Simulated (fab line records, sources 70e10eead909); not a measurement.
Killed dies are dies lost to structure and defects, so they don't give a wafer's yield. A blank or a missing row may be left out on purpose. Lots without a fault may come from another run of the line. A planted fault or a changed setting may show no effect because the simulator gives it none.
Which tool did it? | flow nand_harc | 23 lots, 69 wafers sampled, at 6 steps of a route of 1302

WHAT THE GAUGES READ, wafer by wafer
The record holds no reading of a measuring or inspecting step that can be judged against a usual standard deviation.

WHICH TOOL RAN EACH LOT (tool, then ch and the chambers of the sampled wafers, then the start)
lot  | NHARC_A_STAIRCASE_TRIM_14                     | NHARC_A_STAIRCASE_TRIM_26                     | NHARC_A_STAIRCASE_ETCH_190                    | NHARC_A_STAIRCASE_TRIM_191                    | NHARC_A_STAIRCASE_ETCH_203                    | NHARC_A_STAIRCASE_DESCUM_219
L074 | rie_diel-03 ch 1,2,3, day 16 02:03 or earlier | rie_diel-03 ch 1,2, day 16 02:03 or earlier   | rie_diel-13 ch 0,2, day 16 02:03 or earlier   | rie_diel-13 ch 2,3, day 16 02:03 or earlier   | rie_diel-12 ch 1,2, day 16 02:03 or earlier   | rie_diel-03 ch 1,2, day 16 02:03
L075 | rie_diel-13 ch 1,2, day 16 15:58 or earlier   | rie_diel-03 ch 0,2,3, day 16 15:58 or earlier | rie_diel-12 ch 1,2,3, day 16 15:58 or earlier | rie_diel-12 ch 0,1,2, day 16 15:58 or earlier | rie_diel-12 ch 0,2,3, day 16 15:58 or earlier | rie_diel-03 ch 0,1,3, day 16 15:58
L077 | rie_diel-12 ch 1,2,3, day 17 02:07 or earlier | rie_diel-13 ch 0,2,3, day 17 02:07 or earlier | rie_diel-12 ch 0,3, day 17 02:07 or earlier   | rie_diel-12 ch 0,2,3, day 17 02:07 or earlier | rie_diel-12 ch 2,3, day 17 02:07 or earlier   | rie_diel-03 ch 0,1,2, day 17 02:07
L076 | rie_diel-03 ch 1,2, day 17 05:35 or earlier   | rie_diel-03 ch 0,2,3, day 17 05:35 or earlier | rie_diel-13 ch 0,2,3, day 17 05:35 or earlier | rie_diel-13 ch 2,3, day 17 05:35 or earlier   | rie_diel-12 ch 0,2, day 17 05:35 or earlier   | rie_diel-12 ch 0,2,3, day 17 05:35
L078 | rie_diel-12 ch 0,1,3, day 17 11:26 or earlier | rie_diel-12 ch 1,3, day 17 11:26 or earlier   | rie_diel-03 ch 0,2,3, day 17 11:26 or earlier | rie_diel-03 ch 0,1,3, day 17 11:26 or earlier | rie_diel-03 ch 0,1,2, day 17 11:26 or earlier | rie_diel-13 ch 2,3, day 17 11:26
L079 | rie_diel-03 ch 0,1, day 18 15:53 or earlier   | rie_diel-03 ch 1,2, day 18 15:53 or earlier   | rie_diel-13 ch 1,2,3, day 18 15:53 or earlier | rie_diel-13 ch 1,2, day 18 15:53 or earlier   | rie_diel-03 ch 0,3, day 18 15:53 or earlier   | rie_diel-13 ch 1,2, day 18 15:53
L080 | rie_diel-12 ch 0,1, day 18 16:44 or earlier   | rie_diel-12 ch 0,1,2, day 18 16:44 or earlier | rie_diel-13 ch 1,2,3, day 18 16:44 or earlier | rie_diel-13 ch 1,2,3, day 18 16:44 or earlier | rie_diel-03 ch 0,1,3, day 18 16:44 or earlier | rie_diel-12 ch 1,3, day 18 16:44
L081 | rie_diel-03 ch 0,2,3, day 19 01:17 or earlier | rie_diel-03 ch 0,2, day 19 01:17 or earlier   | rie_diel-13 ch 1,2,3, day 19 01:17 or earlier | rie_diel-13 ch 1,2,3, day 19 01:17 or earlier | rie_diel-13 ch 1,3, day 19 01:17 or earlier   | rie_diel-13 ch 1,3, day 19 01:17
L083 | rie_diel-12 ch 0,1,3, day 20 13:04 or earlier | rie_diel-13 ch 0,2, day 20 13:04 or earlier   | rie_diel-12 ch 2,3, day 20 13:04 or earlier   | rie_diel-12 ch 1,2, day 20 13:04 or earlier   | rie_diel-12 ch 0,3, day 20 13:04 or earlier   | rie_diel-03 ch 0,2,3, day 20 13:04
L085 | rie_diel-13 ch 1,2, day 20 13:45 or earlier   | rie_diel-13 ch 1,2,3, day 20 13:45 or earlier | rie_diel-13 ch 2,3, day 20 13:45 or earlier   | rie_diel-13 ch 0,1,2, day 20 13:45 or earlier | rie_diel-13 ch 1,2,3, day 20 13:45 or earlier | rie_diel-12 ch 0,1, day 20 13:45
L084 | rie_diel-12 ch 0,1, day 20 17:02 or earlier   | rie_diel-13 ch 0,1,2, day 20 17:02 or earlier | rie_diel-12 ch 0,1,2, day 20 17:02 or earlier | rie_diel-12 ch 1,2,3, day 20 17:02 or earlier | rie_diel-03 ch 0,2,3, day 20 17:02 or earlier | rie_diel-12 ch 2,3, day 20 17:02
L086 | rie_diel-03 ch 0,1,3, day 20 19:23 or earlier | rie_diel-13 ch 1,3, day 20 19:23 or earlier   | rie_diel-03 ch 1,3, day 20 19:23 or earlier   | rie_diel-03 ch 0,3, day 20 19:23 or earlier   | rie_diel-03 ch 0,2, day 20 19:23 or earlier   | rie_diel-12 ch 1,3, day 20 19:23
L087 | rie_diel-12 ch 0,1, day 21 09:38 or earlier   | rie_diel-12 ch 0,1,3, day 21 09:38 or earlier | rie_diel-13 ch 0,3, day 21 09:38 or earlier   | rie_diel-13 ch 0,3, day 21 09:38 or earlier   | rie_diel-13 ch 1,2,3, day 21 09:38 or earlier | rie_diel-03 ch 0,1,3, day 21 09:38
L088 | rie_diel-13 ch 2,3, day 22 09:09 or earlier   | rie_diel-13 ch 2,3, day 22 09:09 or earlier   | rie_diel-03 ch 0,1, day 22 09:09 or earlier   | rie_diel-03 ch 0,3, day 22 09:09 or earlier   | rie_diel-13 ch 0,2,3, day 22 09:09 or earlier | rie_diel-03 ch 1,2, day 22 09:09
L090 | rie_diel-03 ch 2,3, day 22 15:55 or earlier   | rie_diel-12 ch 0,1,3, day 22 15:55 or earlier | rie_diel-12 ch 0,2,3, day 22 15:55 or earlier | rie_diel-12 ch 0,2,3, day 22 15:55 or earlier | rie_diel-03 ch 2,3, day 22 15:55 or earlier   | rie_diel-12 ch 2,3, day 22 15:55
L091 | rie_diel-03 ch 1,2,3, day 22 16:16 or earlier | rie_diel-03 ch 1,2,3, day 22 16:16 or earlier | rie_diel-13 ch 0,1,2, day 22 16:16 or earlier | rie_diel-13 ch 0,1,3, day 22 16:16 or earlier | rie_diel-12 ch 0,1, day 22 16:16 or earlier   | rie_diel-12 ch 0,1, day 22 16:16
L089 | rie_diel-03 ch 0,2,3, day 23 01:01 or earlier | rie_diel-03 ch 0,2,3, day 23 01:01 or earlier | rie_diel-12 ch 2,3, day 23 01:01 or earlier   | rie_diel-12 ch 0,1,3, day 23 01:01 or earlier | rie_diel-12 ch 0,3, day 23 01:01 or earlier   | rie_diel-13 ch 0,3, day 23 01:01
L092 | rie_diel-03 ch 0,3, day 23 07:05 or earlier   | rie_diel-12 ch 1,2,3, day 23 07:05 or earlier | rie_diel-03 ch 0,3, day 23 07:05 or earlier   | rie_diel-03 ch 0,3, day 23 07:05 or earlier   | rie_diel-03 ch 0,2,3, day 23 07:05 or earlier | rie_diel-12 ch 0,3, day 23 07:05
L093 | rie_diel-03 ch 2,3, day 24 04:07 or earlier   | rie_diel-13 ch 0,3, day 24 04:07 or earlier   | rie_diel-03 ch 0,2,3, day 24 04:07 or earlier | rie_diel-03 ch 0,1,3, day 24 04:07 or earlier | rie_diel-13 ch 0,3, day 24 04:07 or earlier   | rie_diel-03 ch 0,1, day 24 04:07
L094 | rie_diel-12 ch 0,1,3, day 24 14:55 or earlier | rie_diel-12 ch 2,3, day 24 14:55 or earlier   | rie_diel-12 ch 1,2,3, day 24 14:55 or earlier | rie_diel-12 ch 0,3, day 24 14:55 or earlier   | rie_diel-03 ch 0,1, day 24 14:55 or earlier   | rie_diel-03 ch 1,2, day 24 14:55
L095 | rie_diel-12 ch 1,2,3, day 24 23:41 or earlier | rie_diel-12 ch 2,3, day 24 23:41 or earlier   | rie_diel-13 ch 2,3, day 24 23:41 or earlier   | rie_diel-13 ch 0,3, day 24 23:41 or earlier   | rie_diel-12 ch 0,2,3, day 24 23:41 or earlier | rie_diel-03 ch 1,2, day 24 23:41
L096 | rie_diel-03 ch 0,2, day 25 04:01 or earlier   | rie_diel-03 ch 0,1,2, day 25 04:01 or earlier | rie_diel-13 ch 1,3, day 25 04:01 or earlier   | rie_diel-13 ch 0,3, day 25 04:01 or earlier   | rie_diel-13 ch 0,3, day 25 04:01 or earlier   | rie_diel-03 ch 0,2, day 25 04:01
L097 | rie_diel-13 ch 0,1, day 25 07:08 or earlier   | rie_diel-13 ch 0,1,2, day 25 07:08 or earlier | rie_diel-03 ch 0,2, day 25 07:08 or earlier   | rie_diel-03 ch 0,1,3, day 25 07:08 or earlier | rie_diel-13 ch 2,3, day 25 07:08 or earlier   | rie_diel-03 ch 0,3, day 25 07:08
- NHARC_A_STAIRCASE_TRIM_14: chemistry O2, time 211.2 s.
- NHARC_A_STAIRCASE_TRIM_26: chemistry O2, time 211.2 s.
- NHARC_A_STAIRCASE_ETCH_190: etches the open film in C4F8/O2, target depth 100 nm, time 40.5 s.
- NHARC_A_STAIRCASE_TRIM_191: chemistry O2, time 211.2 s.
- NHARC_A_STAIRCASE_ETCH_203: etches the open film in C4F8/O2, target depth 100 nm, time 40.5 s.
- NHARC_A_STAIRCASE_DESCUM_219: chemistry O2, time 3 s.

WHAT THE TOOLS THEMSELVES READ (means of the sampled wafers that have a number; where no wafer has one, the mark that the record gives instead)
NHARC_A_STAIRCASE_TRIM_14. Usual: drypump_motor_current_A 5.9 A, standard deviation 0.49; oes_product_au 0.999 a.u., standard deviation 0.0073; rf_vpp_V 57.9 V, standard deviation 0.86; showerhead_plenum_p_Torr 3.53 Torr, standard deviation 0.16; throttle_valve_pct 17.036 %, standard deviation 0.0097.
lot  | tool        | drypump_motor_current_A (A) | oes_product_au (a.u.) | rf_vpp_V (V) | showerhead_plenum_p_Torr (Torr) | throttle_valve_pct (%) | flag
L074 | rie_diel-03 | 5.5                         | 1.001                 | 58.3         | 3.60                            | 17.035                 |
L075 | rie_diel-13 | 6.3                         | 0.999                 | 57.7         | 3.38                            | 17.032                 |
L077 | rie_diel-12 | 6.1                         | 1.005                 | 57.4         | 3.51                            | 17.040                 |
L076 | rie_diel-03 | 5.1                         | 0.999                 | 58.0         | 3.57                            | 17.037                 |
L078 | rie_diel-12 | 6.1                         | 1.011                 | 57.6         | 3.49                            | 17.034                 |
L079 | rie_diel-03 | 5.5                         | 0.999                 | 58.5         | 3.70                            | 17.050                 |
L080 | rie_diel-12 | 6.2                         | 1.001                 | 56.4         | 3.37                            | 17.035                 |
L081 | rie_diel-03 | 5.7                         | 1.002                 | 57.6         | 3.49                            | 17.040                 |
L083 | rie_diel-12 | 6.1                         | 1.000                 | 58.9         | 3.66                            | 17.042                 |
L085 | rie_diel-13 | 6.1                         | 0.993                 | 57.5         | 3.45                            | 17.034                 |
L084 | rie_diel-12 | 6.2                         | 0.999                 | 57.6         | 3.54                            | 17.023                 |
L086 | rie_diel-03 | 5.8                         | 0.992                 | 58.7         | 3.60                            | 17.036                 |
L087 | rie_diel-12 | 6.2                         | 0.997                 | 58.0         | 3.54                            | 17.039                 |
L088 | rie_diel-13 | 6.4                         | 0.982                 | 57.4         | 3.42                            | 17.031                 |
L090 | rie_diel-03 | 5.4                         | 0.992                 | 57.0         | 3.46                            | 17.036                 |
L091 | rie_diel-03 | 5.5                         | 0.992                 | 57.4         | 3.56                            | 17.028                 |
L089 | rie_diel-03 | 5.7                         | 0.995                 | 57.9         | 3.48                            | 17.042                 |
L092 | rie_diel-03 | 6.1                         | 1.005                 | 58.4         | 3.49                            | 17.034                 |
L093 | rie_diel-03 | 5.4                         | 0.994                 | 57.2         | 3.45                            | 17.036                 |
L094 | rie_diel-12 | 6.1                         | 1.001                 | 58.3         | 3.64                            | 17.042                 |
L095 | rie_diel-12 | 6.2                         | 1.006                 | 58.9         | 3.67                            | 17.038                 |
L096 | rie_diel-03 | 5.3                         | 1.003                 | 57.5         | 3.46                            | 17.033                 |
L097 | rie_diel-13 | 6.3                         | 1.002                 | 57.7         | 3.71                            | 17.035                 |

NHARC_A_STAIRCASE_TRIM_26. Usual: drypump_motor_current_A 6.0 A, standard deviation 0.47; oes_product_au 0.999 a.u., standard deviation 0.0081; rf_vpp_V 57.8 V, standard deviation 0.93; showerhead_plenum_p_Torr 3.53 Torr, standard deviation 0.15; throttle_valve_pct 17.036 %, standard deviation 0.01.
lot  | tool        | drypump_motor_current_A (A) | oes_product_au (a.u.) | rf_vpp_V (V) | showerhead_plenum_p_Torr (Torr) | throttle_valve_pct (%) | flag
L074 | rie_diel-03 | 5.1                         | 0.995                 | 58.7         | 3.58                            | 17.037                 |
L075 | rie_diel-03 | 5.7                         | 1.009                 | 57.7         | 3.50                            | 17.039                 |
L077 | rie_diel-13 | 6.2                         | 0.997                 | 57.8         | 3.50                            | 17.036                 |
L076 | rie_diel-03 | 5.7                         | 1.001                 | 58.4         | 3.50                            | 17.044                 |
L078 | rie_diel-12 | 6.0                         | 1.003                 | 58.2         | 3.61                            | 17.040                 |
L079 | rie_diel-03 | 5.1                         | 1.001                 | 58.3         | 3.57                            | 17.032                 |
L080 | rie_diel-12 | 6.3                         | 1.003                 | 57.2         | 3.39                            | 17.039                 |
L081 | rie_diel-03 | 5.7                         | 0.996                 | 58.7         | 3.50                            | 17.032                 |
L083 | rie_diel-13 | 6.0                         | 0.998                 | 58.4         | 3.54                            | 17.024                 |
L085 | rie_diel-13 | 6.3                         | 0.988                 | 57.6         | 3.39                            | 17.039                 |
L084 | rie_diel-13 | 6.1                         | 0.999                 | 57.8         | 3.45                            | 17.034                 |
L086 | rie_diel-13 | 6.5                         | 0.988                 | 57.6         | 3.34                            | 17.031                 |
L087 | rie_diel-12 | 6.1                         | 0.997                 | 58.2         | 3.66                            | 17.038                 |
L088 | rie_diel-13 | 6.4                         | 0.990                 | 56.6         | 3.42                            | 17.032                 |
L090 | rie_diel-12 | 6.1                         | 0.993                 | 58.3         | 3.65                            | 17.035                 |
L091 | rie_diel-03 | 5.4                         | 1.000                 | 58.1         | 3.56                            | 17.034                 |
L089 | rie_diel-03 | 5.7                         | 1.003                 | 57.0         | 3.48                            | 17.042                 |
L092 | rie_diel-12 | 6.1                         | 1.003                 | 58.3         | 3.67                            | 17.032                 |
L093 | rie_diel-13 | 6.4                         | 0.994                 | 57.7         | 3.42                            | 17.035                 |
L094 | rie_diel-12 | 6.0                         | 0.998                 | 58.5         | 3.65                            | 17.031                 |
L095 | rie_diel-12 | 6.2                         | 0.998                 | 57.7         | 3.55                            | 17.048                 |
L096 | rie_diel-03 | 5.4                         | 1.000                 | 57.4         | 3.56                            | 17.038                 |
L097 | rie_diel-13 | 6.1                         | 1.008                 | 58.4         | 3.61                            | 17.037                 |

NHARC_A_STAIRCASE_ETCH_190. Usual: oes_product_au 0.942 a.u., standard deviation 0.01; rf_vpp_V 896 V, standard deviation 5.6.
lot  | tool        | oes_product_au (a.u.) | rf_vpp_V (V) | flag
L074 | rie_diel-13 | 0.936                 | 896          |
L075 | rie_diel-12 | 0.951                 | 896          |
L077 | rie_diel-12 | 0.948                 | 902          |
L076 | rie_diel-13 | 0.949                 | 895          |
L078 | rie_diel-03 | 0.952                 | 895          |
L079 | rie_diel-13 | 0.928                 | 892          |
L080 | rie_diel-13 | 0.925                 | 892          |
L081 | rie_diel-13 | 0.931                 | 891          |
L083 | rie_diel-12 | 0.934                 | 897          |
L085 | rie_diel-13 | 0.933                 | 892          |
L084 | rie_diel-12 | 0.939                 | 897          |
L086 | rie_diel-03 | 0.950                 | 902          |
L087 | rie_diel-13 | 0.937                 | 892          |
L088 | rie_diel-03 | 0.948                 | 902          |
L090 | rie_diel-12 | 0.945                 | 896          |
L091 | rie_diel-13 | 0.952                 | 891          |
L089 | rie_diel-12 | 0.937                 | 897          |
L092 | rie_diel-03 | 0.955                 | 895          |
L093 | rie_diel-03 | 0.952                 | 895          |
L094 | rie_diel-12 | 0.948                 | 901          |
L095 | rie_diel-13 | 0.947                 | 893          |
L096 | rie_diel-13 | 0.935                 | 895          |
L097 | rie_diel-03 | 0.952                 | 893          |

NHARC_A_STAIRCASE_TRIM_191. Usual: drypump_motor_current_A 6.1 A, standard deviation 0.4; oes_product_au 0.999 a.u., standard deviation 0.007; rf_vpp_V 57.9 V, standard deviation 1; showerhead_plenum_p_Torr 3.52 Torr, standard deviation 0.16; throttle_valve_pct 17.035 %, standard deviation 0.0091.
lot  | tool        | drypump_motor_current_A (A) | oes_product_au (a.u.) | rf_vpp_V (V) | showerhead_plenum_p_Torr (Torr) | throttle_valve_pct (%) | flag
L074 | rie_diel-13 | 6.2                         | 0.993                 | 58.1         | 3.50                            | 17.035                 |
L075 | rie_diel-12 | 6.3                         | 1.002                 | 58.1         | 3.40                            | 17.037                 |
L077 | rie_diel-12 | 6.1                         | 1.000                 | 57.5         | 3.56                            | 17.037                 |
L076 | rie_diel-13 | 6.4                         | 1.003                 | 56.6         | 3.44                            | 17.033                 |
L078 | rie_diel-03 | 5.8                         | 1.004                 | 58.4         | 3.61                            | 17.027                 |
L079 | rie_diel-13 | 6.3                         | 1.001                 | 57.5         | 3.37                            | 17.034                 |
L080 | rie_diel-13 | 6.3                         | 1.000                 | 57.4         | 3.40                            | 17.037                 |
L081 | rie_diel-13 | 6.3                         | 0.992                 | 57.7         | 3.40                            | 17.045                 |
L083 | rie_diel-12 | 6.3                         | 0.993                 | 58.7         | 3.70                            | 17.034                 |
L085 | rie_diel-13 | 6.1                         | 0.993                 | 57.2         | 3.45                            | 17.034                 |
L084 | rie_diel-12 | 6.2                         | 1.003                 | 58.9         | 3.68                            | 17.031                 |
L086 | rie_diel-03 | 6.1                         | 0.995                 | 58.0         | 3.51                            | 17.029                 |
L087 | rie_diel-13 | 6.2                         | 0.984                 | 57.1         | 3.48                            | 17.027                 |
L088 | rie_diel-03 | 6.1                         | 0.999                 | 58.7         | 3.50                            | 17.041                 |
L090 | rie_diel-12 | 6.1                         | 1.002                 | 58.5         | 3.54                            | 17.039                 |
L091 | rie_diel-13 | 6.3                         | 0.996                 | 57.5         | 3.39                            | 17.030                 |
L089 | rie_diel-12 | 6.1                         | 0.999                 | 58.0         | 3.65                            | 17.035                 |
L092 | rie_diel-03 | 6.1                         | 1.008                 | 57.7         | 3.49                            | 17.042                 |
L093 | rie_diel-03 | 5.8                         | 1.009                 | 57.8         | 3.58                            | 17.041                 |
L094 | rie_diel-12 | 6.0                         | 0.994                 | 58.0         | 3.63                            | 17.028                 |
L095 | rie_diel-13 | 6.2                         | 0.998                 | 57.5         | 3.47                            | 17.027                 |
L096 | rie_diel-13 | 6.4                         | 1.000                 | 58.1         | 3.41                            | 17.031                 |
L097 | rie_diel-03 | 5.8                         | 0.999                 | 58.3         | 3.58                            | 17.047                 |

NHARC_A_STAIRCASE_ETCH_203. Usual: oes_product_au 0.944 a.u., standard deviation 0.01; rf_vpp_V 895 V, standard deviation 5.6.
lot  | tool        | oes_product_au (a.u.) | rf_vpp_V (V) | flag
L074 | rie_diel-12 | 0.951                 | 891          |
L075 | rie_diel-12 | 0.946                 | 897          |
L077 | rie_diel-12 | 0.947                 | 897          |
L076 | rie_diel-12 | 0.958                 | 894          |
L078 | rie_diel-03 | 0.942                 | 898          |
L079 | rie_diel-03 | 0.936                 | 895          |
L080 | rie_diel-03 | 0.945                 | 899          |
L081 | rie_diel-13 | 0.934                 | 888          |
L083 | rie_diel-12 | 0.934                 | 896          |
L085 | rie_diel-13 | 0.934                 | 891          |
L084 | rie_diel-03 | 0.948                 | 894          |
L086 | rie_diel-03 | 0.951                 | 895          |
L087 | rie_diel-13 | 0.944                 | 891          |
L088 | rie_diel-13 | 0.941                 | 894          |
L090 | rie_diel-03 | 0.945                 | 893          |
L091 | rie_diel-12 | 0.953                 | 896          |
L089 | rie_diel-12 | 0.955                 | 895          |
L092 | rie_diel-03 | 0.945                 | 893          |
L093 | rie_diel-13 | 0.943                 | 892          |
L094 | rie_diel-03 | 0.940                 | 898          |
L095 | rie_diel-12 | 0.942                 | 896          |
L096 | rie_diel-13 | 0.917                 | 894          |
L097 | rie_diel-13 | 0.939                 | 892          |

NHARC_A_STAIRCASE_DESCUM_219. Usual: drypump_motor_current_A 5.9 A, standard deviation 0.51; oes_product_au 1.000 a.u., standard deviation 0.0073; rf_vpp_V 57.8 V, standard deviation 0.88; showerhead_plenum_p_Torr 1.93 Torr, standard deviation 0.091; throttle_valve_pct 11.312 %, standard deviation 0.0092.
lot  | tool        | drypump_motor_current_A (A) | oes_product_au (a.u.) | rf_vpp_V (V) | showerhead_plenum_p_Torr (Torr) | throttle_valve_pct (%) | flag
L074 | rie_diel-03 | 5.1                         | 0.997                 | 57.9         | 1.94                            | 11.311                 |
L075 | rie_diel-03 | 5.8                         | 1.006                 | 58.6         | 1.96                            | 11.319                 |
L077 | rie_diel-03 | 5.4                         | 0.996                 | 58.2         | 1.95                            | 11.317                 |
L076 | rie_diel-12 | 6.1                         | 1.006                 | 58.1         | 1.93                            | 11.314                 |
L078 | rie_diel-13 | 6.4                         | 0.993                 | 58.2         | 1.86                            | 11.317                 |
L079 | rie_diel-13 | 6.1                         | 0.995                 | 57.2         | 1.87                            | 11.309                 |
L080 | rie_diel-12 | 6.0                         | 1.003                 | 58.0         | 1.96                            | 11.301                 |
L081 | rie_diel-13 | 6.5                         | 0.998                 | 56.7         | 1.79                            | 11.304                 |
L083 | rie_diel-03 | 5.7                         | 0.996                 | 57.4         | 1.89                            | 11.303                 |
L085 | rie_diel-12 | 6.2                         | 0.991                 | 58.2         | 1.99                            | 11.315                 |
L084 | rie_diel-12 | 6.0                         | 1.010                 | 57.5         | 1.99                            | 11.315                 |
L086 | rie_diel-12 | 6.0                         | 1.003                 | 58.0         | 2.06                            | 11.308                 |
L087 | rie_diel-03 | 5.8                         | 1.002                 | 57.9         | 1.95                            | 11.309                 |
L088 | rie_diel-03 | 5.1                         | 1.006                 | 58.1         | 1.99                            | 11.306                 |
L090 | rie_diel-12 | 6.2                         | 1.004                 | 59.0         | 1.94                            | 11.312                 |
L091 | rie_diel-12 | 6.2                         | 0.996                 | 58.5         | 1.99                            | 11.312                 |
L089 | rie_diel-13 | 6.2                         | 1.000                 | 57.5         | 1.88                            | 11.320                 |
L092 | rie_diel-12 | 6.0                         | 1.001                 | 58.5         | 1.98                            | 11.310                 |
L093 | rie_diel-03 | 5.5                         | 1.003                 | 57.3         | 2.00                            | 11.317                 |
L094 | rie_diel-03 | 5.1                         | 1.004                 | 57.0         | 1.92                            | 11.310                 |
L095 | rie_diel-03 | 5.1                         | 0.993                 | 57.5         | 1.92                            | 11.304                 |
L096 | rie_diel-03 | 5.3                         | 0.993                 | 57.7         | 1.87                            | 11.311                 |
L097 | rie_diel-03 | 6.1                         | 0.997                 | 57.3         | 1.89                            | 11.313                 |

THE ANSWER, worked out from the rows above alone
Rule: a lot is off if the mean of its wafers that have a number lies more than 3 standard deviations from the usual mean. A lot without any number at a reading at which 4 lots or more have one is off too. The other lots that the step has rows for count as sound. The gauges are gone through in route order, then the tools' own readings, and for those a lot's mean is taken as printed above. The first step at which some lot is off is used, and at that step the reading that is off furthest; a lot without a number counts as furthest.
No lot is off at any reading shown: from this, nothing can be told.

WHAT THE SIMULATOR HAD PUT IN
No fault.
